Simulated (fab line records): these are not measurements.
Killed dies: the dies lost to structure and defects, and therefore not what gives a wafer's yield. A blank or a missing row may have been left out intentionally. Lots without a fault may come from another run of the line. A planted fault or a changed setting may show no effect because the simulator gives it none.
Which of the tools did it?	flow n5 finfet	72 wafers from 24 lots sampled at 2 of the route's 1938 steps

## WHAT EACH GAUGE READ, for each wafer
N5_WELL_APT_INSPECT_10: inspects for defects (macro).
lot	measured	on	raw defect count
L074	day 1 13:55	defect inspect-02	2 1 1
L075	day 1 20:06	defect inspect-01	1 1 3
L076	day 2 01:52	defect inspect-02	3 0 1
L077	day 2 07:44	defect inspect-02	1 3 3
L078	day 2 13:44	defect inspect-01	0 0 1
L079	day 2 19:55	defect inspect-02	2 6 3
L080	day 3 01:38	defect inspect-02	3 1 1
L081	day 3 07:55	defect inspect-01	3 2 2
L082	day 3 14:01	defect inspect-01	3 1 2
L083	day 3 19:56	defect inspect-01	2 2 2
L084	day 4 01:59	defect inspect-01	3 4 2
L085	day 4 07:44	defect inspect-01	1 5 2
L086	day 4 14:02	defect inspect-01	2 0 2
L087	day 4 20:01	defect inspect-02	1 1 1
L088	day 5 01:47	defect inspect-01	2 1 2
L089	day 5 07:47	defect inspect-01	2 1 3
L090	day 5 13:47	defect inspect-02	2 2 0
L091	day 5 19:56	defect inspect-02	0 2 3
L092	day 6 01:55	defect inspect-02	1 5 1
L093	day 6 07:52	defect inspect-02	4 3 3
L094	day 6 13:41	defect inspect-02	2 1 3
L095	day 6 19:52	defect inspect-02	1 2 2
L096	day 7 01:58	defect inspect-01	2 1 0
L097	day 7 07:52	defect inspect-02	3 3 2

## TOOL THAT RAN EACH LOT (tool first, then ch and the chambers of the sampled wafers, then the start)
lot	N5_ZERO_LAYER_DESCUM_16
L074	rie diel-05 ch 0,2, day 1 12:50
L075	rie diel-01 ch 0,1,2, day 1 19:01
L076	rie diel-01 ch 0,2, day 2 00:48
L077	rie diel-04 ch 0,3, day 2 06:41
L078	rie diel-05 ch 0,2,3, day 2 12:48
L079	rie diel-01 ch 0,1,3, day 2 18:52
L080	rie diel-05 ch 1,2,3, day 3 00:41
L081	rie diel-05 ch 1,2, day 3 06:41
L082	rie diel-01 ch 0,1,2, day 3 12:43
L083	rie diel-05 ch 1,2,3, day 3 18:59
L084	rie diel-05 ch 0,2,3, day 4 00:49
L085	rie diel-01 ch 0,1,3, day 4 06:41
L086	rie diel-04 ch 1,2,3, day 4 12:49
L087	rie diel-04 ch 0,2,3, day 4 18:56
L088	rie diel-01 ch 1,3, day 5 00:41
L089	rie diel-01 ch 2,3, day 5 06:49
L090	rie diel-01 ch 0,1,3, day 5 12:49
L091	rie diel-01 ch 0,2, day 5 18:52
L092	rie diel-05 ch 0,1,3, day 6 00:49
L093	rie diel-01 ch 0,2,3, day 6 06:48
L094	rie diel-05 ch 1,2,3, day 6 12:46
L095	rie diel-05 ch 0,2,3, day 6 18:48
L096	rie diel-05 ch 2,3, day 7 00:55
L097	rie diel-01 ch 0,1, day 7 06:47
- N5_ZERO_LAYER_DESCUM_16: chemistry O2, time 7.9 s.

## AS READ BY THE TOOLS THEMSELVES (means over the sampled wafers that have a number; for cases with no such wafer, the mark the record gives instead)
N5_ZERO_LAYER_DESCUM_16.
lot	tool	drypump motor current A (A)	oes product au (a.u.)	rf vpp V (V)	showerhead plenum p Torr (Torr)	throttle valve pct (%)
L074	rie diel-05	5.5	0.71	243.4	2.15	20.35
L075	rie diel-01	5.7	0.79	244.0	2.13	20.64
L076	rie diel-01	5.7	0.71	242.5	2.08	20.88
L077	rie diel-04	5.9	0.85	244.7	2.15	20.11
L078	rie diel-05	5.5	0.71	244.8	2.15	20.23
L079	rie diel-01	5.8	0.79	243.8	2.13	20.37
L080	rie diel-05	5.7	0.80	244.2	2.14	20.20
L081	rie diel-05	5.7	0.79	244.2	2.14	20.34
L082	rie diel-01	5.7	0.87	244.3	2.13	20.51
L083	rie diel-05	5.7	0.78	243.6	2.14	20.20
L084	rie diel-05	5.5	0.70	244.3	2.15	20.25
L085	rie diel-01	5.8	0.77	243.2	2.12	20.39
L086	rie diel-04	5.7	0.78	244.8	2.16	20.27
L087	rie diel-04	5.8	0.77	244.2	2.15	20.34
L088	rie diel-01	5.9	0.83	244.0	2.17	20.38
L089	rie diel-01	6.1	0.77	243.3	2.07	20.46
L090	rie diel-01	5.8	0.75	243.3	2.12	20.38
L091	rie diel-01	5.7	0.85	243.0	2.07	20.64
L092	rie diel-05	5.4	0.78	244.7	2.15	20.20
L093	rie diel-01	5.9	0.76	243.0	2.07	20.51
L094	rie diel-05	5.6	0.86	244.1	2.13	20.10
L095	rie diel-05	5.5	0.80	244.7	2.14	20.14
L096	rie diel-05	5.8	0.79	244.3	2.13	20.04
L097	rie diel-01	5.7	0.81	244.3	2.17	20.45

## THE ANSWER, worked out from the rows above alone
Rule: usual is defined by the lots themselves. Put in order of their means at a reading, lots are off if they are a third of the lots or fewer, leave a main group of 4 or more, and stand apart from it by a gap of 3 or more times the standard deviation of the main group's means; of several such gaps the widest counts. A main group is skipped when, at the precision printed for the reading in the tables above, its means are all equal. A lot without any number at a reading at which 4 lots or more have one is off too. The other lots that the step has rows for count as sound. First the gauges in route order, then the tools' own readings, where a lot's mean is used as printed above. The first step at which some lot is off is used, and at that step the reading that is off furthest; a lot without a number counts as furthest.
Nothing can be told from this: no lot is off at any reading shown.

## WHAT WAS PUT IN BY THE SIMULATOR
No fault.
